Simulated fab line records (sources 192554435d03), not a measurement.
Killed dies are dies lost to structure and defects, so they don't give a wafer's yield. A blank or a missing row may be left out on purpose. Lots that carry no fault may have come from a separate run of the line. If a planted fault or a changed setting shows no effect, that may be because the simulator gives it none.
Split-lot experiment	flow n5-finfet	on a route of 1938 steps: 7 lots, 21 wafers read

== THE SPLIT ITSELF ==
At N5_BEOL_M1_EXPOSE_08 (exposes mask M1), the setting dose-mj was moved away from the recipe's 33 on 8 of the 21 wafers read, by -6.0% to +6.7%. This setting was run at the recipe's value on the other wafers.

== FROM THE SPLIT TO THE READING: what the file shows between them, 19 steps ==
- N5_BEOL_M1_PEB_09: peb time 60 s
- N5_BEOL_M1_DEVELOP_10: develop time 30 s
- N5_BEOL_M1_CD_MEAS_11: target cd 17.05 nm
- N5_BEOL_M1_DESCUM_16: chemistry O2, time 7 s
- N5_BEOL_M1_ETCH_74: etches underlayer in N2/H2, target depth 6.5 nm, time 5.2 s
- N5_BEOL_M1_ETCH_63: etches SiARC in CF4, target depth 15.6 nm, time 26 s
- N5_BEOL_M1_ETCH_64: etches SOC in N2/H2, target depth 75 nm, overetch 15 nm, time 112.5 s
- N5_BEOL_M1_STRIP_65: strips in N2/H2
- N5_BEOL_M1_STRIP_75: strips in N2/H2
- N5_BEOL_M1_STRIP_66: strips in CF4
- N5_BEOL_M1_HM_OPEN_17: chemistry Cl2/BCl3, target TiN, target depth 20 nm, overetch 6 nm
- N5_BEOL_M1_STRIP_19: strips in O2
- N5_BEOL_M1_CD_MEAS_18: pitch 36 nm, target cd 18 nm
- N5_BEOL_M1_ETCH_77: etches underlayer in N2/H2, target depth 6.5 nm, time 5.2 s (also split here: source-w)
- N5_BEOL_M1_TRENCH_ETCH_37: etches SiOC in C4F6/O2, target depth 55.207 nm, time 29 s (also split here: bias-w)
- N5_BEOL_M1_ETCH_41: etches SiCN in CH3F/O2, target depth 31.9 nm, time 57.8 s
- N5_BEOL_M1_STRIP_97: strips in N2/H2, time 10 s
- N5_BEOL_M1_PRECLEAN_42: cleans in residue remover, time 60 s
- N5_BEOL_M1_SRD_43: time 30 s

== THE READING ==
cd-nm, in nm, at N5_BEOL_M1_CD_MEAS_35 (target cd 18 nm, target cd y 21 nm). A value of 18.0 nm with a standard deviation of 0.3 nm is what fault-free wafers of this fab line usually give.

wafer	tool, chamber at the split	dose-mj as run	against the recipe	cd-nm, nm	against lot-mates on the recipe
L079.3	euv-scanner-01, 0	33	recipe	18.1	-
L079.4	euv-scanner-01, 0	35.2	+6.7%	19.4	+1.3
L079.6	euv-scanner-01, 0	35.2	+6.7%	19.4	+1.3
L085.1	euv-scanner-02, 0	31.02	-6.0%	16.3	-1.5
L085.4	euv-scanner-02, 0	33	recipe	17.8	-
L085.5	euv-scanner-02, 0	31.02	-6.0%	16.7	-1.1
L087.2	euv-scanner-01, 0	33	recipe	18.1	-
L087.3	euv-scanner-01, 0	33	recipe	18.2	-
L087.5	euv-scanner-01, 0	33	recipe	18.3	-
L089.3	euv-scanner-01, 0	31.81	-3.6%	17.0	-0.5
L089.5	euv-scanner-01, 0	31.81	-3.6%	16.9	-0.6
L089.6	euv-scanner-01, 0	33	recipe	17.5	-
L090.2	euv-scanner-02, 0	33	recipe	18.7	-
L090.5	euv-scanner-02, 0	33	recipe	18.4	-
L090.6	euv-scanner-02, 0	31.34	-5.0%	17.3	-1.2
L094.1	euv-scanner-02, 0	33	recipe	18.3	-
L094.4	euv-scanner-02, 0	33	recipe	18.0	-
L094.6	euv-scanner-02, 0	32.05	-2.9%	17.5	-0.6
L097.2	euv-scanner-01, 0	33	recipe	17.4	-
L097.3	euv-scanner-01, 0	33	recipe	17.5	-
L097.6	euv-scanner-01, 0	33	recipe	17.9	-

FIT RESULTS
A straight line over all 21 wafers: cd-nm changes by +0.222 nm for each +1% of dose-mj; r = +0.91; the points scatter about the line by 0.35 nm.
The same after taking each lot's own level away (the mean of its wafers on the recipe; 21 wafers): +0.204 nm for each +1%; r = +0.97; scatter 0.16 nm.
The reading moves by 1.4 nm for the largest change in dose-mj, on that fit.
Measured against the standard deviation above, the lots' own levels, which go from 17.50 to 18.55 nm, span 3.5 times it.
The two slopes are in agreement: the lot-to-lot level therefore moves the slope only a little.
Check: for one of the wafers moved furthest among these (+6.7%), held out of the fit, the line's prediction against its lot-mates is +1.37 nm. Against them it came out at +1.3 nm.

== FURTHER SPLITS ON THESE WAFERS ==
Before the reading, these wafers also passed through other splits. Each is held against what the fit with the lots' levels taken away leaves over:
other split on the same wafers	wafers away from the commonest value	r with cd-nm (lot level and that fit taken away)
N5_BEOL_M0_CUTY_EXPOSE_54 dose-mj	8	+0.22
N5_BEOL_M1_COAT_62 spin-rpm	6	-0.24
N5_BEOL_M1_ETCH_77 source-w	11	-0.28
N5_BEOL_M1_TRENCH_ETCH_37 bias-w	0	-

== THE WHOLE CHAIN: every reading that the file lists as answering this split, in the file's order ==
step	what it does	reading	change (the file's fit)	r (the file's)
N5_BEOL_M1_CD_MEAS_11	target cd 17.05 nm	cd-nm	+0.184 nm for each +1% of the setting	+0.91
N5_BEOL_M1_ETCH_74	etches underlayer in N2/H2, target depth 6.5 nm, time 5.2 s	BEOL_M1.cd-offset-nm (the simulator's own value, which no gauge read)	+0.211 nm for each +1% of the setting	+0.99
N5_BEOL_M1_ETCH_63	etches SiARC in CF4, target depth 15.6 nm, time 26 s	BEOL_M1.cd-offset-nm (the simulator's own value, which no gauge read)	+0.204 nm for each +1% of the setting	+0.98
N5_BEOL_M1_HM_OPEN_17	chemistry Cl2/BCl3, target TiN, target depth 20 nm, overetch 6 nm	BEOL_M1.cd-offset-nm (the simulator's own value, which no gauge read)	+0.23 nm for each +1% of the setting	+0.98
N5_BEOL_M1_CD_MEAS_18	pitch 36 nm, target cd 18 nm	cd-nm	+0.229 nm for each +1% of the setting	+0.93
N5_BEOL_M1_CD_MEAS_35	target cd 18 nm, target cd y 21 nm	cd-nm	+0.208 nm for each +1% of the setting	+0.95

== FILE'S OWN FIT ==
cd-nm changes by +0.208 nm for each +1% of dose-mj, r = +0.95.
